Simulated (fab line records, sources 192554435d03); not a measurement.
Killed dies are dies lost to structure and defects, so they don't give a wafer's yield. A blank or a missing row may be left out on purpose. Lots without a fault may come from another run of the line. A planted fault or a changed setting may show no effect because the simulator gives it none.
Chamber matching | flow n5_finfet | N5_GATE_CUT_SAC_CAP_01 on ald_sin-04: 4 sister chambers
The step material SiNx, target thk 24 nm, pulse time 1 s, ald cycles 480. 8 wafers are shown with their chamber, then 12 later ones without.

WAFERS WITH THEIR CHAMBER
wafer  | chamber | heater_power_w (W) | precursor_pulse_height_rel
L074.3 | 0       | 861                | 0.973
L076.2 | 0       | 869                | 0.968
L084.3 | 2       | 960                | 0.968
L085.3 | 3       | 881                | 0.970
L085.5 | 2       | 978                | 1.020
L087.1 | 1       | 749                | 1.023
L087.2 | 3       | 864                | 1.015
L087.5 | 1       | 758                | 1.029

WAFERS WITHOUT THEIR CHAMBER
wafer  | heater_power_w (W) | precursor_pulse_height_rel
L089.1 | 859                | 1.010
L089.5 | 846                | 0.984
L089.6 | 754                | 1.013
L090.1 | 972                | 1.018
L090.2 | 868                | 0.970
L090.5 | 774                | 1.003
L094.1 | 885                | 1.041
L094.2 | 964                | 1.006
L094.6 | 742                | 1.017
L096.1 | 970                | 1.009
L096.2 | 751                | 1.006
L096.4 | 870                | 1.001

WHICH CHAMBER EACH WENT THROUGH
wafer  | from the rows above     | in truth
L089.1 | can't be placed: 3 or 0 | 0
L089.5 | can't be placed: 0 or 3 | 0
L089.6 | 1                       | 1
L090.1 | 2                       | 2
L090.2 | can't be placed: 0 or 3 | 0
L090.5 | 1                       | 1
L094.1 | can't be placed: 3 or 0 | 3
L094.2 | 2                       | 2
L094.6 | 1                       | 1
L096.1 | 2                       | 2
L096.2 | 1                       | 1
L096.4 | can't be placed: 3 or 0 | 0
Placed correctly: 7 of 12. Can't be placed from these rows: 5 (the true chamber is among the candidates in 5). Placed wrongly: 0.
How it was worked out, from the rows above alone: a wafer's distance from a chamber is the root of the sum, over the readings, of the square of ((its reading less the chamber's mean) divided by the reading's scatter). The wafer belongs to the nearest chamber; if the next one is less than 2 further off, it can't be placed. A chamber's mean is the mean of its shown wafers. The scatter: the root of (the sum of the squares of (reading less its chamber's mean) over the shown wafers, divided by (wafers less chambers)).
